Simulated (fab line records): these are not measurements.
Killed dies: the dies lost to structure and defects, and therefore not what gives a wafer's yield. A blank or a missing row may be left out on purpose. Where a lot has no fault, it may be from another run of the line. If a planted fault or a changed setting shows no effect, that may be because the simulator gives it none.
Struck lot and sound lot, side by side | flow nand-harc | 15 out of 1302 route steps
Sound: wafers L393.1, L393.4, L393.5. The struck wafers were L404.1, L404.5, L404.6. The cause is named last.
Per side, at each step with rows, come the tool, then ch with its chambers, and then its first start. Under that, the readings that differ: sound wafers | struck wafers | difference of the means | sigmas: that difference in standard deviations of wafers without a fault.
alike: same words and numbers on both sides, and readings whose means sit less than 2 such deviations apart. not compared: any withheld reading, any reading some wafer has no value for, any bound like >300 that may hide the same value, and any number with overlapping values for which the record gives no deviation.
Wherever a step has rows on one side only, a row that says differs or no value, or a row with sigmas, the two part there. Numbers that don't overlap but have no deviation are shown without sigmas and don't part them. A reading missing from all wafers of one side parts the sides only when that side holds two or more wafers.

first, 4 steps without rows for these wafers: NHARC_A_CONTACT_EBR_65; NHARC_A_CONTACT_EXPOSE_66 (exposes mask A CC 2); NHARC_A_CONTACT_PEB_67 (peb time 65 s); NHARC_A_CONTACT_DEVELOP_68 (develop time 35 s).
NHARC_A_CONTACT_CD_MEAS_69 targets a cd of 300 nm.
  sound on cd-sem-01 ch 0, day 22 18:20; struck on cd-sem-01 ch 0, day 26 23:19
  alike: cd-nm
NHARC_A_CONTACT_OVL_MEAS_70:
  sound: overlay-01 at day 22 18:26; struck: overlay-02 at day 26 23:25
  alike: overlay-x-nm, overlay-y-nm
NHARC_A_CONTACT_INSPECT_71:
  sound: defect-inspect-01 at day 22 18:28; struck: defect-inspect-01 at day 26 23:26
  alike: raw-defect-count
NHARC_A_CONTACT_DESCUM_74: chemistry O2, time 3 s.
  sound on rie-diel-06 ch 0,3, day 22 18:32; struck on rie-diel-06 ch 2,3, day 26 23:31
  reading                     | sound       | struck      | difference | sigmas
  drypump-motor-current-A (A) | 5.3 6.5 6.5 | 5.4 5.4 5.3 | -0.7       | -2
  alike: oes-product-au, rf-vpp-V, showerhead-plenum-p-Torr, throttle-valve-pct
  not compared: rf-hours-counter-h
NHARC_A_CONTACT_ETCH_75: etches the open film in CF4, target depth 39 nm, time 65 s.
  sound on rie-diel-06 ch 1,3, day 22 18:37; struck on rie-diel-06 ch 0,1, day 26 23:35
  alike: bias-w, cf4-flow-sccm, drypump-motor-current-A, oes-product-au, rf-vpp-V, showerhead-plenum-p-Torr, throttle-valve-pct
  not compared: rf-hours-counter-h
NHARC_A_CONTACT_ETCH_76: etches the open film in N2/H2, target depth 260 nm, time 475.3 s.
  sound on rie-diel-06 ch 1,2,3; struck on rie-diel-06 ch 0,1
  reading                     | sound       | struck      | difference | sigmas
  drypump-motor-current-A (A) | 5.3 5.3 5.9 | 6.5 5.9 6.5 | +0.8       | +3
  alike: bias-w, chamber-pressure-mTorr, oes-product-au, rf-vpp-V, showerhead-plenum-p-Torr, throttle-valve-pct
  not compared: rf-hours-counter-h
NHARC_A_CONTACT_ETCH_77: etches the open film in CF4/CHF3, target depth 108.9 nm, time 54.5 s.
  sound on rie-diel-06 ch 1,2; struck on rie-diel-06 ch 0,1,2
  alike: bias-w, cf4-flow-sccm, chf3-flow-sccm, drypump-motor-current-A, oes-product-au, rf-vpp-V, showerhead-plenum-p-Torr, throttle-valve-pct
  not compared: rf-hours-counter-h
NHARC_A_CONTACT_ETCH_78: etches the open film in O2/COS, target depth 5300 nm, time 1378 s.
  sound on rie-diel-06 ch 1,2; struck on rie-diel-06 ch 0,1
  reading                     | sound       | struck      | difference | sigmas
  drypump-motor-current-A (A) | 5.3 5.9 5.3 | 6.5 6.5 5.9 | +0.8       | +3
  alike: bias-w, chamber-pressure-mTorr, cos-flow-sccm, oes-product-au, rf-vpp-V, showerhead-plenum-p-Torr, throttle-valve-pct
  not compared: rf-hours-counter-h
NHARC_A_CONTACT_ETCH_124: etches the open film in C4F8/O2/Ar, time 140 s, target depth 700 nm.
  sound on har-cap-etch-02 ch 0, day 22 20:10; struck on har-cap-etch-03 ch 0,1, day 27 01:05
  no value came back on the struck wafers for chamber-pressure-mTorr (mTorr), oes-air-line-au (a.u.); on the sound wafers chamber-pressure-mTorr (mTorr) reads 19.972 19.991 20.019
  not compared: rf-hours-counter-h
then, 1 step without rows for these wafers: NHARC_A_CONTACT_ETCH_125 (etches the open film in C4F8/O2/Ar, time 197 s, target depth 1918 nm).
-- record jumps: 3 days between struck wafers' starts before vs after; left off in module A_CONTACT, resumes in module END, first step shown is number 1302 of the route --
NHARC_END_SORT_01:
  here the record holds rows for the struck wafers (prober-01 ch 0, day 29 15:47) but none for the sound ones

WHERE THEY PART
First at NHARC_A_CONTACT_DESCUM_74; last, within this record, at NHARC_END_SORT_01.

WHY: whatever the simulator had introduced
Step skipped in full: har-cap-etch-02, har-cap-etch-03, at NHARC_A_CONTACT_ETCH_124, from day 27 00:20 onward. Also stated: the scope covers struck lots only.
